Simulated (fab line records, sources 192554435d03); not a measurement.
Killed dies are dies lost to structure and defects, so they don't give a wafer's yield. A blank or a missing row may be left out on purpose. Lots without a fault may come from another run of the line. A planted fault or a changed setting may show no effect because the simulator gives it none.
fab line records | flow n5_finfet
record lots=10 wafers=30 last_day=18
route steps=1938 shown ZERO_LAYER@17 WELL_APT@47 PMOS_HMC_CHANNEL_EPI@57 BEOL_M4@1111 PASSIVATION@1936
lots that met no fault: from a run of the same line without faults
start_h: hours from the record's first day to the start of the lot's first wafer shown | wait_h: hours since the lot's step before | " the same as in the row above | L1.1+2: a row that stands for several wafers | - no value, or no start given | * or withheld: withheld | < > ~ a bound
route shown NAME@n: a module of which the file shows steps, and the number in the route of the first | usual: mean/standard deviation of fault-free wafers | same: alike in all rows | chamber/n: place in a boat | sites: the reading at each site | _std_site: their standard deviation | _edge_site: outer sites' mean less inner sites' | radius_mm: how far each site lies from the wafer's centre | mask NAME#n: copy n | behind: the tool/chamber that last shaped the wafer | hold: why the lot was held/for how many hours/how that ended | device: the transistor (n, p or np) that didn't switch | end of line: the same wafers' tests at the end of the route | a step without rows: its recipe alone | killed: dies lost to structure and defects at the first sort, not the wafer's yield | map: a wafer's dies, x killed, . not, _ none there
set.NAME: the setting as run; set.NAME@STEP: as run at that earlier step | model.NAME: the simulator's own value behind a step, which no gauge read
steps of the route over a sample of lots; a table a step, a row a wafer
services: from which hour (start_h, from the record's first day; less than 0 if before it) a tool's chamber was out of use, for how many hours, and why
## steps
# step N5_ZERO_LAYER_STRIP_24
# recipe chemistry=O2 power_w=1000 temp_c=250 overash_fraction=0.3 pressure_mtorr=1000 o2_flow_sccm=6750
# usual drypump_motor_current_A=5.8/0.52 heater_power_w=358/44 oes_product_au=0.647/0.0046 strip_time_to_endpoint_s=43.87/0.087
# columns lot.wafer tool chamber start_h wait_h drypump_motor_current_A heater_power_w oes_product_au rf_hours_counter_h strip_time_to_endpoint_s
L905.2 plasma_asher-01 0 19.02 0.1 6.2 417 0.642 25 43.95
L905.4 " 0 " " 6.3 431 0.651 - 43.92
L905.5 " 0 " " 6.3 423 0.640 - 43.93
L906.1 plasma_asher-01 0 25.02 0.1 6.3 426 0.651 26 44.00
L906.4 " 1 " " 6.0 324 0.645 - 44.02
L906.5 " 1 " " 6.0 331 0.645 - 44.02
L910.2 plasma_asher-01 0 49.02 0.1 6.3 424 0.647 31 43.80
L910.3 " 1 " " 6.0 326 0.644 - 43.76
L910.5 " 0 " " 6.2 432 0.643 - 43.70
L917.2 plasma_asher-02 0 91.03 0.1 4.8 320 0.643 93 43.92
L917.3 " 0 " " 4.8 327 0.647 - 44.00
L917.5 " 1 " " 5.6 345 0.650 - 44.01
L918.3 plasma_asher-01 1 96.99 0.1 6.0 322 0.640 - 43.87
L918.5 " 1 " " 6.0 322 0.646 - 43.88
L918.6 " 0 " " 6.3 426 0.647 - 43.90
L919.1 plasma_asher-01 1 103.36 0.1 6.0 320 0.649 42 43.85
L919.2 " 0 " " 6.3 420 0.648 42 43.87
L919.3 " 0 " " 6.2 416 0.641 - 43.79
L922.1 plasma_asher-02 0 120.98 0.1 4.8 327 0.640 98 43.76
L922.2 " 1 " " 5.6 339 0.654 98 43.70
L922.3 " 0 " " 4.8 328 0.650 - 43.72
L924.1 plasma_asher-01 1 133.28 0.3 6.0 330 0.651 49 43.78
L924.4 " 1 " " 6.0 324 0.648 - 43.86
L924.5 " 0 " " 6.2 421 0.644 - 43.88
L925.2 plasma_asher-02 1 139.08 0.1 5.6 340 0.645 102 44.03
L925.3 " 0 " " 4.8 322 0.652 - 43.98
L925.6 " 1 " " 5.6 341 0.647 - 43.99
L927.3 plasma_asher-02 0 151.09 0.1 4.8 327 0.646 - 43.84
L927.5 " 1 " " 5.6 341 0.647 - 43.83
L927.6 " 0 " " 4.8 332 0.654 - 43.89
# step N5_ZERO_LAYER_INSPECT_20
# recipe inspect_instrument=darkfield mode=post_clean
# usual raw_defect_count=33/17
# columns lot.wafer tool chamber start_h wait_h raw_defect_count
L905.2 defect_inspect-01 - 19.38 0.0 23
L905.4 " - " " 25
L905.5 " - " " 33
L906.1 defect_inspect-01 - 25.38 0.0 12
L906.4 " - " " 35
L906.5 " - " " 6
L910.2 defect_inspect-02 - 49.38 0.0 39
L910.3 " - " " 34
L910.5 " - " " 36
L917.2 defect_inspect-01 - 91.40 0.0 51
L917.3 " - " " 30
L917.5 " - " " 14
L918.3 defect_inspect-02 - 97.33 0.0 49
L918.5 " - " " 51
L918.6 " - " " 78
L919.1 defect_inspect-02 - 103.72 0.0 33
L919.2 " - " " 21
L919.3 " - " " 42
L922.1 defect_inspect-02 - 121.34 0.0 39
L922.2 " - " " 26
L922.3 " - " " 49
L924.1 defect_inspect-01 - 133.64 0.0 25
L924.4 " - " " 49
L924.5 " - " " 17
L925.2 defect_inspect-01 - 139.44 0.0 48
L925.3 " - " " 37
L925.6 " - " " 60
L927.3 defect_inspect-01 - 151.43 0.0 39
L927.5 " - " " 39
L927.6 " - " " 71
# step N5_WELL_APT_IMPLANT_31
# recipe species=B energy_kev=60 dose_cm2=1.5e+13 tilt_deg=0 rotation_deg=0
# usual beam_energy_keV=59.999/0.02 beam_on_s=9.99/0.2 dose_ions_cm2=1.4995e+13/1.5e+10 tilt_deg=-0.001/0.021
# columns lot.wafer tool chamber start_h wait_h beam_energy_keV beam_on_s dose_ions_cm2 tilt_deg
L905.2 implanter-01 0 21.20 0.1 60.001 10.13 1.5009e+13 -0.021
L905.4 " 0 " " 60.027 9.91 1.5024e+13 -0.014
L905.5 " 0 " " 60.014 9.74 1.5001e+13 0.005
L906.1 implanter-02 0 27.02 0.1 59.981 9.93 1.5003e+13 -0.011
L906.4 " 0 " " 59.983 9.89 1.4996e+13 -0.025
L906.5 " 0 " " 59.997 10.53 1.4981e+13 0.007
L910.2 implanter-02 0 51.09 0.1 59.985 9.86 1.4979e+13 -0.047
L910.3 " 0 " " 59.983 10.23 1.5002e+13 -0.030
L910.5 " 0 " " 59.964 9.88 1.5e+13 -0.026
L917.2 implanter-01 - 94.02 0.1 - - - -
L917.3 " - " " - - - -
L917.5 " - " " - - - -
L918.3 implanter-02 - 99.01 0.1 - - - -
L918.5 " - " " - - - -
L918.6 " - " " - - - -
L919.1 implanter-01 - 105.60 0.1 - - - -
L919.2 " - " " - - - -
L919.3 " - " " - - - -
L922.1 implanter-01 0 122.95 0.1 59.969 9.98 1.4977e+13 0.001
L922.2 " 0 " " 59.956 10.03 1.499e+13 0.014
L922.3 " 0 " " 59.958 9.77 1.4982e+13 0.015
L924.1 implanter-02 0 135.70 0.1 60.027 9.63 1.4964e+13 -0.008
L924.4 " 0 " " 60.027 10.15 1.4976e+13 0.003
L924.5 " 0 " " 60.013 10.06 1.4976e+13 0.019
L925.2 implanter-02 0 141.34 0.1 59.984 9.91 1.501e+13 0.002
L925.3 " 0 " " 59.991 9.93 1.4996e+13 0.011
L925.6 " 0 " " 59.975 10.29 1.4989e+13 -0.001
L927.3 implanter-02 0 153.12 0.1 60.012 9.97 1.5006e+13 0.029
L927.5 " 0 " " 60.021 10.06 1.4994e+13 0.029
L927.6 " 0 " " 59.994 9.89 1.499e+13 0.008
# step N5_PMOS_HMC_CHANNEL_EPI_HM_DEP_34
# recipe material=SiO2 target_thk_a=360 temp_c=400 precursor=TEOS/O2 pressure_torr=6.5 rf_w=900 teos_flow_sccm=161.4 gas=O2 flow_sccm=2650 time_s=6.9
# usual heater_power_w=579/100 showerhead_plenum_p_Torr=8.34/0.034 throttle_valve_pct=18.3/0.55
# columns lot.wafer tool chamber start_h wait_h heater_power_w showerhead_plenum_p_Torr throttle_valve_pct
L905.2 pecvd-01 1 22.82 0.0 756 8.37 18.2
L905.4 " 0 " " 417 8.34 18.9
L905.5 " 1 " " 741 8.37 18.8
L906.1 pecvd-01 1 29.33 0.0 663 8.40 18.3
L906.4 " 2 " " 426 8.30 17.8
L906.5 " 1 " " 682 8.38 18.2
L910.2 pecvd-01 2 52.97 0.0 517 8.32 17.9
L910.3 " 0 " " 407 8.35 18.9
L910.5 " 0 " " 396 8.34 19.0
L917.2 pecvd-04 0 95.56 0.0 722 8.39 18.2
L917.3 " 2 " " 697 8.30 18.5
L917.5 " 0 " " 730 8.37 18.2
L918.3 pecvd-01 1 100.54 0.0 620 8.39 18.0
L918.5 " 0 " " 410 8.32 19.1
L918.6 " 2 " " 534 8.31 17.7
L919.1 pecvd-03 1 107.38 0.0 587 8.34 18.4
L919.2 " 2 " " 531 8.31 17.4
L919.3 " 0 " " 454 8.38 19.0
L922.1 pecvd-04 2 124.52 0.0 563 8.28 18.4
L922.2 " 1 " " 503 8.36 17.8
L922.3 " 1 " " 514 8.35 17.7
L924.1 pecvd-04 0 137.29 0.0 711 8.36 18.3
L924.4 " 2 " " 662 8.31 18.3
L924.5 " 1 " " 582 8.37 17.8
L925.2 pecvd-04 1 143.09 0.0 528 8.34 17.6
L925.3 " 0 " " 712 8.36 18.0
L925.6 " 1 " " 533 8.37 17.7
L927.3 pecvd-01 0 154.65 0.0 498 8.34 19.1
L927.5 " 2 " " 519 8.31 18.2
L927.6 " 0 " " 505 8.33 19.1
# step N5_BEOL_M4_RC_MEAS_101
# usual DIBL_N=36.4/1.7 DIBL_P=36.4/2.1 IOFF_N=0.16/0.035 IOFF_P=0.21/0.035 ION_N=680/11 ION_P=465/6.8 RS_PWELL=3011/25 SS_N=71.5/0.58 SS_P=73.2/0.72 VT_N=249/3.6 VT_P=-250/3.1
# columns lot.wafer tool chamber start_h wait_h DIBL_N[mV/V] DIBL_P[mV/V] IOFF_N[nA/um] IOFF_P[nA/um] ION_N[uA/um] ION_P[uA/um] RS_PWELL[ohm/sq] SS_N[mV/dec] SS_P[mV/dec] VT_N[mV] VT_P[mV]
L905.2 prober-02 0 176.91 0.2 34.6 34.5 0.14 0.19 669 462 3015 71.7 72.8 252 -248
L905.4 " 0 " " 34.0 33.7 0.13 0.17 667 460 2996 71.6 72.1 253 -253
L905.5 " 0 " " 37.1 37.9 0.18 0.23 689 467 3015 71.5 73.1 246 -247
L906.1 prober-01 0 181.62 0.0 36.0 37.7 0.17 0.24 685 469 3039 71.2 73.6 248 -250
L906.4 " 0 " " 35.2 36.5 0.16 0.22 686 471 3041 71.3 73.5 249 -250
L906.5 " 0 " " 37.9 39.5 0.22 0.28 693 476 3019 72.1 74.4 247 -246
L910.2 prober-01 0 214.45 0.2 36.3 35.4 0.15 0.22 689 472 3007 71.8 73.4 252 -248
L910.3 " 0 " " 34.1 33.1 0.13 0.19 670 466 3023 71.3 72.8 252 -246
L910.5 " 0 " " 36.1 35.0 0.15 0.22 683 474 3043 71.7 73.1 252 -246
L917.2 prober-02 0 252.17 0.2 38.0 36.6 0.20 0.25 696 473 22293 72.5 73.9 243 -244
L917.3 " 0 " " 34.5 33.9 0.13 0.21 676 473 22385 70.5 72.5 250 -250
L917.5 " 0 " " 38.1 37.7 0.21 0.28 695 474 22469 72.4 74.1 244 -244
L918.3 prober-01 0 256.67 0.3 34.4 34.9 0.12 0.16 665 453 22365 70.0 72.7 255 -258
L918.5 " 0 " " 36.8 37.8 0.16 0.20 669 456 22307 71.2 73.4 254 -252
L918.6 " 0 " " 37.4 38.2 0.16 0.20 683 465 22397 71.3 73.6 253 -254
L919.1 prober-02 0 260.74 0.0 34.4 33.7 0.13 0.17 657 460 22558 71.7 72.2 254 -251
L919.2 " 0 " " 32.1 33.2 0.12 0.17 670 466 22517 70.7 72.4 252 -253
L919.3 " 0 " " 35.1 36.9 0.15 0.20 663 458 22252 71.1 73.0 249 -249
L922.1 prober-02 0 278.91 0.0 34.0 33.9 0.12 0.15 664 457 3015 71.4 72.0 256 -253
L922.2 " 0 " " 37.2 36.5 0.16 0.19 674 458 3025 71.8 72.7 250 -252
L922.3 " 0 " " 35.8 35.5 0.14 0.18 676 464 3007 70.8 72.2 252 -255
L925.2 prober-02 0 293.39 0.2 39.5 40.4 0.24 0.28 686 463 3027 73.2 74.5 243 -247
L925.3 " 0 " " 37.7 37.7 0.19 0.23 702 471 3017 71.0 73.2 243 -249
L925.6 " 0 " " 41.5 42.8 0.31 0.32 717 480 3035 72.9 75.0 239 -245
L924.1 prober-01 0 302.39 0.0 36.7 38.0 0.19 0.23 681 460 3027 71.7 73.4 245 -249
L924.4 " 0 " " 35.4 35.9 0.17 0.19 684 460 3034 71.5 73.1 246 -253
L924.5 " 0 " " 35.4 36.5 0.18 0.19 690 466 3020 71.6 73.5 248 -254
L927.3 prober-01 0 309.77 0.3 36.0 36.2 0.16 0.23 678 470 2971 71.7 72.8 248 -249
L927.5 " 0 " " 34.6 33.8 0.12 0.19 665 464 3029 71.1 72.1 252 -251
L927.6 " 0 " " 38.6 39.1 0.21 0.28 692 469 3029 72.3 74.4 247 -247
# step N5_PASSIVATION_PROBE_49
# usual defect_limited_yield=91.3/1.4 killed_at_M0_to_M3=36/11 killed_at_M4_up=13/5.2 killed_at_contacts=13/6.5 killed_at_front_end=37/11 killed_at_other=3.6/2.9 killed_dies=103/17 killed_open=68/12 killed_short=33/7.3 sort_bin_4_leakage=0.01/0.039 sort_bin_5_function=5.2/0.91 sort_bin_6_memory=3.2/0.67 sort_bin_8_speed=0.00/0.0099 sort_n_pass=1077/17 sort_yield_pct=91.3/1.4
# same gross_dies=1180 killed_at_back_side=0
# columns lot.wafer tool chamber start_h wait_h defect_limited_yield[%] killed_at_M0_to_M3 killed_at_M4_up killed_at_contacts killed_at_front_end killed_at_other killed_dies killed_open killed_short sort_bin_4_leakage[%] sort_bin_5_function[%] sort_bin_6_memory[%] sort_bin_8_speed[%] sort_n_pass sort_yield_pct[%]
L905.2 prober-01 - 278.78 0.1 91.2 41 11 8 44 0 104 75 28 0 5.6 3.1 0 1076 91.2
L905.4 prober-01 - 278.88 0.2 90.3 31 18 19 45 1 114 86 28 0 5.9 3.5 0 1066 90.3
L905.5 prober-01 - 278.93 0.2 89.7 32 13 16 58 2 121 79 41 0 6.2 3.9 0 1059 89.7
L906.1 prober-02 - 284.32 0.0 91.5 33 10 25 31 1 100 61 38 0 5.1 3.1 0 1080 91.5
L906.4 prober-02 - 284.47 0.2 91.8 41 16 13 26 1 97 66 31 0 4.9 2.8 0 1083 91.8
L906.5 prober-02 - 284.52 0.2 91.3 40 25 11 26 1 103 66 34 0 4.4 4.0 0 1077 91.3
L910.2 prober-02 - 329.48 0.1 90.3 50 10 10 42 2 114 71 43 0 6.1 2.9 0 1066 90.3
L910.3 prober-02 - 329.53 0.1 90.8 36 16 13 41 3 109 75 34 0 5.8 3.3 0 1071 90.8
L910.5 prober-02 - 329.63 0.2 92.3 28 16 6 40 1 91 63 28 0 4.7 2.6 0 1089 92.3
L919.1 prober-02 - 367.12 0.0 90.9 34 12 14 42 5 107 69 38 0 5.3 3.6 0 1073 90.9
L919.2 prober-02 - 367.17 0.1 89.9 47 11 13 46 2 119 85 33 0 5.6 4.1 0 1061 89.9
L919.3 prober-02 - 367.22 0.1 91.0 35 11 8 40 12 106 70 34 0 5.3 3.1 0 1074 91.0
L918.3 prober-01 - 367.20 0.1 88.1 46 37 22 31 4 140 91 47 0 6.9 4.7 0 1040 88.1
L918.5 prober-01 - 367.30 0.2 91.6 30 18 17 34 0 99 68 31 0 4.3 3.6 0 1081 91.6
L918.6 prober-01 - 367.35 0.3 91.9 33 23 4 33 2 95 60 35 0 4.7 3.0 0 1085 91.9
L917.2 prober-01 - 368.00 0.1 91.9 34 11 6 42 2 95 59 34 0 5.4 2.3 0 1085 91.9
L917.3 prober-01 - 368.05 0.1 89.9 55 15 9 36 4 119 76 35 0 5.8 4.1 0 1061 89.9
L917.5 prober-01 - 368.15 0.2 92.3 25 17 4 41 4 91 48 41 0 4.7 2.7 0 1089 92.3
L922.1 prober-01 - 383.78 0.0 93.1 23 7 19 32 1 82 58 24 0 3.9 2.9 0 1098 93.1
L922.2 prober-01 - 383.83 0.1 89.9 38 7 33 37 4 119 81 32 0 6.2 3.1 0 1061 89.9
L922.3 prober-01 - 383.88 0.1 92.8 20 13 17 35 0 85 60 25 0 4.4 2.5 0 1095 92.8
L925.2 prober-01 - 400.11 0.1 93.1 27 9 7 37 2 82 61 20 0 3.7 3.1 0 1098 93.1
L925.3 prober-01 - 400.16 0.1 91.1 32 13 15 38 7 105 78 26 0 5.2 3.3 0 1075 91.1
L925.6 prober-01 - 400.31 0.3 92.0 24 12 15 36 7 94 54 39 0.42 4.7 2.7 0 1081 91.6
L924.1 prober-02 - 409.66 0.0 89.7 48 21 13 37 3 122 85 33 0 6.4 3.2 0 1058 89.7
L924.4 prober-02 - 409.81 0.2 91.7 45 14 18 18 3 98 63 32 0 5.0 3.1 0 1082 91.7
L924.5 prober-02 - 409.86 0.2 89.7 46 14 18 40 3 121 78 39 0 6.5 3.4 0 1059 89.7
L927.3 prober-01 - 427.39 0.1 90.3 23 16 34 41 0 114 72 40 0 5.2 4.3 0 1066 90.3
L927.5 prober-01 - 427.49 0.2 88.4 21 7 28 75 6 137 89 44 0 6.2 4.7 0.08 1043 88.4
L927.6 prober-01 - 427.54 0.3 90.5 25 9 16 61 1 112 74 38 0 4.8 4.1 0 1068 90.5
# killed by level:class
L905.2 FIN_SAQP:geometric_particle:open=14 BEOL_M0_SAQP:geometric_particle:open=12 FIN_SAQP:geometric_particle:short=9 BEOL_M0_SAQP:geometric_particle:short=9 STI_FIN_REVEAL:geometric_particle:open=7 MOL_CONTACT_COAG:geometric_particle:open=7 DUMMY_GATE:geometric_particle:open=6 BEOL_M1:geometric_particle:open=6
L905.4 MOL_CONTACT_COAG:geometric_particle:open=15 FIN_SAQP:geometric_particle:open=11 STI_FIN_REVEAL:geometric_particle:open=9 BEOL_M1:geometric_particle:open=9 BEOL_M2:geometric_particle:open=8 BEOL_M4:geometric_particle:open=8 FIN_SAQP:geometric_particle:short=7 BEOL_M0_SAQP:geometric_particle:open=6
L905.5 FIN_SAQP:geometric_particle:short=17 FIN_SAQP:geometric_particle:open=16 MOL_CONTACT_COAG:geometric_particle:open=14 STI_FIN_REVEAL:geometric_particle:open=10 BEOL_M2:geometric_particle:open=7 BEOL_M0_SAQP:geometric_particle:short=6 BEOL_M1:geometric_particle:open=6 BEOL_M0_SAQP:geometric_particle:open=4
L906.1 MOL_CONTACT_COAG:geometric_particle:open=20 FIN_SAQP:geometric_particle:short=8 FIN_SAQP:geometric_particle:open=7 BEOL_M0:geometric_particle:short=6 BEOL_M2:geometric_particle:open=6 MOL_CONTACT_COAG:geometric_particle:short=5 DUMMY_GATE:geometric_particle:open=4 BEOL_M3:geometric_particle:open=4
L906.4 BEOL_M2:geometric_particle:open=15 MOL_CONTACT_COAG:geometric_particle:open=10 BEOL_M0_SAQP:geometric_particle:short=8 BEOL_M0_SAQP:geometric_particle:open=7 GATE_CUT:geometric_particle:open=5 BEOL_M4:geometric_particle:open=5 STI_FIN_REVEAL:geometric_particle:open=4 BEOL_M3:geometric_particle:short=4
L906.5 BEOL_M0_SAQP:geometric_particle:short=13 MOL_CONTACT_COAG:geometric_particle:open=10 BEOL_M0_SAQP:geometric_particle:open=9 BEOL_M2:geometric_particle:open=8 FIN_SAQP:geometric_particle:open=7 BEOL_M4:geometric_particle:open=7 FIN_SAQP:geometric_particle:short=5 BEOL_M7:geometric_particle:open=5
L910.2 STI_FIN_REVEAL:geometric_particle:open=21 BEOL_M0_SAQP:geometric_particle:short=20 BEOL_M0_SAQP:geometric_particle:open=12 MOL_CONTACT_COAG:geometric_particle:open=9 BEOL_M2:geometric_particle:open=6 BEOL_M1:geometric_particle:open=4 BEOL_M1:geometric_particle:short=4 BEOL_M4:geometric_particle:open=4
L910.3 STI_FIN_REVEAL:geometric_particle:open=16 MOL_CONTACT_COAG:geometric_particle:open=10 BEOL_M4:geometric_particle:open=9 BEOL_M0_SAQP:geometric_particle:open=7 BEOL_M3:geometric_particle:open=6 FIN_SAQP:geometric_particle:open=5 GATE_CUT:geometric_particle:short=5 BEOL_M1:geometric_particle:open=5
L910.5 STI_FIN_REVEAL:geometric_particle:open=14 BEOL_M2:geometric_particle:open=8 FIN_SAQP:geometric_particle:open=7 BEOL_M0_SAQP:geometric_particle:short=7 MOL_CONTACT_COAG:geometric_particle:open=6 BEOL_M4:geometric_particle:open=6 BEOL_M1:geometric_particle:short=5 FIN_SAQP:geometric_particle:short=3
L919.1 BEOL_M1:geometric_particle:open=11 STI_FIN_REVEAL:geometric_particle:open=9 MOL_CONTACT_COAG:geometric_particle:open=9 ILD0:geometric_particle:open=6 FIN_SAQP:geometric_particle:open=5 MOL_CONTACT_COAG:geometric_particle:short=5 BEOL_M0_SAQP:geometric_particle:open=5 GATE_CUT:geometric_particle:short=4
L919.2 BEOL_M1:geometric_particle:open=17 MOL_CONTACT_COAG:geometric_particle:open=12 FIN_SAQP:geometric_particle:open=10 BEOL_M0_SAQP:geometric_particle:short=10 FIN_SAQP:geometric_particle:short=9 STI_FIN_REVEAL:geometric_particle:open=6 BEOL_M0_SAQP:geometric_particle:open=6 GATE_CUT:geometric_particle:open=5
L918.3 BEOL_M4:geometric_particle:open=20 MOL_CONTACT_COAG:geometric_particle:open=20 BEOL_M0_SAQP:geometric_particle:short=13 BEOL_M0_SAQP:geometric_particle:open=12 STI_FIN_REVEAL:geometric_particle:open=7 FIN_SAQP:geometric_particle:short=6 BEOL_M1:geometric_particle:open=6 BEOL_M3:geometric_particle:open=6
L919.3 FIN_SAQP:geometric_particle:open=8 GATE_CUT:geometric_particle:open=7 BEOL_M2:geometric_particle:open=7 STI_FIN_REVEAL:geometric_particle:open=6 MOL_CONTACT_COAG:geometric_particle:open=5 BEOL_M0_SAQP:geometric_particle:open=5 BEOL_M3:geometric_particle:open=5 FIN_SAQP:geometric_particle:short=4
L918.5 MOL_CONTACT_COAG:geometric_particle:open=13 FIN_SAQP:geometric_particle:short=10 BEOL_M0_SAQP:geometric_particle:open=10 BEOL_M4:geometric_particle:open=10 BEOL_M0_SAQP:geometric_particle:short=9 ILD0:geometric_particle:open=7 BEOL_M2:geometric_particle:open=7 FIN_SAQP:geometric_particle:open=6
L918.6 BEOL_M4:geometric_particle:open=16 BEOL_M0_SAQP:geometric_particle:open=13 BEOL_M0_SAQP:geometric_particle:short=12 FIN_SAQP:geometric_particle:open=7 ILD0:geometric_particle:open=4 MOL_CONTACT_COAG:geometric_particle:open=4 STARTING-WAFER:geometric_particle:short=4 FIN_SAQP:geometric_particle:short=3
L917.2 FIN_SAQP:geometric_particle:open=9 FIN_SAQP:geometric_particle:short=9 BEOL_M1:geometric_particle:open=8 STI_FIN_REVEAL:geometric_particle:open=7 BEOL_M3:geometric_particle:open=6 MOL_CONTACT_COAG:geometric_particle:open=5 BEOL_M0_SAQP:geometric_particle:short=5 BEOL_M0_SAQP:geometric_particle:open=4
L917.3 BEOL_M1:geometric_particle:open=18 FIN_SAQP:geometric_particle:open=12 MOL_CONTACT_COAG:geometric_particle:open=8 BEOL_M1:geometric_particle:short=8 STI_FIN_REVEAL:geometric_particle:open=7 BEOL_M3:geometric_particle:open=7 BEOL_M0_SAQP:geometric_particle:short=5 FIN_SAQP:geometric_particle:short=4
L917.5 FIN_SAQP:geometric_particle:short=11 FIN_SAQP:geometric_particle:open=9 BEOL_M0_SAQP:geometric_particle:open=7 BEOL_M1:geometric_particle:open=6 BEOL_M0_SAQP:geometric_particle:short=5 STARTING-WAFER:geometric_particle:short=5 STI_FIN_REVEAL:geometric_particle:open=3 GATE_CUT:geometric_particle:short=3
L922.1 MOL_CONTACT_COAG:geometric_particle:open=17 STI_FIN_REVEAL:geometric_particle:open=8 BEOL_M0_SAQP:geometric_particle:open=6 DUMMY_GATE:geometric_particle:open=5 BEOL_M0_SAQP:geometric_particle:short=4 BEOL_M1:geometric_particle:open=4 FIN_SAQP:geometric_particle:short=3 FIN_SAQP:geometric_particle:open=3
L922.2 MOL_CONTACT_COAG:geometric_particle:open=26 BEOL_M1:geometric_particle:open=11 BEOL_M0_SAQP:geometric_particle:open=9 MOL_CONTACT_COAG:geometric_particle:short=7 BEOL_M0_SAQP:geometric_particle:short=7 STI_FIN_REVEAL:geometric_particle:open=6 HKMG_FIN:area_etch=6 DUMMY_GATE:geometric_particle:open=5
L922.3 MOL_CONTACT_COAG:geometric_particle:open=14 BEOL_M0_SAQP:geometric_particle:short=7 FIN_SAQP:geometric_particle:open=6 STI_FIN_REVEAL:geometric_particle:open=6 BEOL_M8:geometric_particle:open=5 DUMMY_GATE:geometric_particle:open=4 BEOL_M0_SAQP:geometric_particle:open=4 BEOL_M5:geometric_particle:open=4
L925.2 FIN_SAQP:geometric_particle:open=12 DUMMY_GATE:geometric_particle:open=9 BEOL_M2:geometric_particle:open=8 MOL_CONTACT_COAG:geometric_particle:open=7 BEOL_M0_SAQP:geometric_particle:short=6 BEOL_M0_SAQP:geometric_particle:open=6 BEOL_M1:geometric_particle:open=5 FIN_SAQP:geometric_particle:short=4
L925.3 MOL_CONTACT_COAG:geometric_particle:open=14 BEOL_M1:geometric_particle:open=10 BEOL_M3:geometric_particle:open=10 BEOL_M4:geometric_particle:open=8 FIN_SAQP:geometric_particle:short=6 STI_FIN_REVEAL:geometric_particle:open=5 FIN_SAQP:geometric_particle:open=4 BEOL_M0_SAQP:geometric_particle:short=4
L925.6 MOL_CONTACT_COAG:geometric_particle:open=13 FIN_SAQP:geometric_particle:short=12 BEOL_M0_SAQP:geometric_particle:short=10 BEOL_M0_SAQP:geometric_particle:open=9 FIN_SAQP:geometric_particle:open=5 STI_FIN_REVEAL:geometric_particle:open=5 BEOL_M6:geometric_particle:open=5 PASS1_CAP:geometric_particle:open=3
L924.1 MOL_CONTACT_COAG:geometric_particle:open=12 BEOL_M0_SAQP:geometric_particle:short=12 FIN_SAQP:geometric_particle:open=11 BEOL_M2:geometric_particle:open=10 BEOL_M3:geometric_particle:open=10 BEOL_M4:geometric_particle:open=9 STARTING-WAFER:geometric_particle:open=6 FIN_SAQP:geometric_particle:short=4
L924.4 MOL_CONTACT_COAG:geometric_particle:open=15 BEOL_M2:geometric_particle:open=12 BEOL_M0_SAQP:geometric_particle:short=8 BEOL_M1:geometric_particle:open=7 GATE_CUT:geometric_particle:short=6 BEOL_M3:geometric_particle:open=6 BEOL_M4:geometric_particle:open=6 FIN_SAQP:geometric_particle:open=5
L924.5 MOL_CONTACT_COAG:geometric_particle:open=13 BEOL_M0_SAQP:geometric_particle:open=11 BEOL_M1:geometric_particle:open=8 FIN_SAQP:geometric_particle:short=7 GATE_CUT:geometric_particle:short=7 BEOL_M2:geometric_particle:open=7 BEOL_M3:geometric_particle:open=7 GATE_CUT:geometric_particle:open=6
L927.3 MOL_CONTACT_COAG:geometric_particle:open=27 FIN_SAQP:geometric_particle:open=12 FIN_SAQP:geometric_particle:short=8 MOL_CONTACT_COAG:geometric_particle:short=7 BEOL_M0_SAQP:geometric_particle:open=6 BEOL_M3:geometric_particle:short=4 STI_FIN_REVEAL:geometric_particle:short=3 ILD0:geometric_particle:short=3
L927.5 MOL_CONTACT_COAG:geometric_particle:open=25 FIN_SAQP:geometric_particle:short=14 GATE_CUT:geometric_particle:open=12 FIN_SAQP:geometric_particle:open=10 STI_FIN_REVEAL:geometric_particle:open=6 DUMMY_GATE:geometric_particle:open=6 GATE_CUT:geometric_particle:short=6 BEOL_M0_SAQP:geometric_particle:short=5
L927.6 FIN_SAQP:geometric_particle:open=17 FIN_SAQP:geometric_particle:short=13 MOL_CONTACT_COAG:geometric_particle:open=13 STI_FIN_REVEAL:geometric_particle:open=10 BEOL_M0_SAQP:geometric_particle:open=7 BEOL_M0_SAQP:geometric_particle:short=6 GATE_CUT:geometric_particle:open=6 BEOL_M1:geometric_particle:open=4
## services
# columns tool chamber start_h hours kind
pecvd-01 2 6.51 2.1 scheduled_down
pecvd-04 - 7.90 14.6 pm
pecvd-01 1 15.69 5.5 scheduled_down
plasma_asher-01 - 29.47 1.7 repair
pecvd-03 0 31.73 2.1 scheduled_down
pecvd-01 2 39.05 2.3 repair
pecvd-01 2 59.70 5.5 scheduled_down
implanter-02 - 65.37 10.3 repair
plasma_asher-02 - 74.47 0.4 repair
pecvd-03 - 76.60 0.6 repair
pecvd-01 - 116.65 2.8 pm
pecvd-03 - 119.53 1.7 repair
pecvd-04 0 122.10 6.5 repair
implanter-02 - 125.09 8.7 repair
implanter-02 - 145.47 0.7 repair
pecvd-03 1 147.54 5.5 scheduled_down
## key
first_sign step=N5_WELL_APT_IMPLANT_31 reading=tool_record direction=missing
effect step=N5_BEOL_M4_RC_MEAS_101 reading=RS_PWELL direction=up sigmas=99+ usual=3011 struck=22394
met_at N5_WELL_APT_IMPLANT_31
struck_lots L917,L918,L919
not_acting_at N5_ZERO_LAYER_STRIP_24,N5_ZERO_LAYER_INSPECT_20,N5_PMOS_HMC_CHANNEL_EPI_HM_DEP_34
onset_between 51.09 94.02
fault kind=skipped_step_whole tool=implanter-01,implanter-02 chamber=- onset_h=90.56 steps=N5_WELL_APT_IMPLANT_31 scope=struck_lots_only
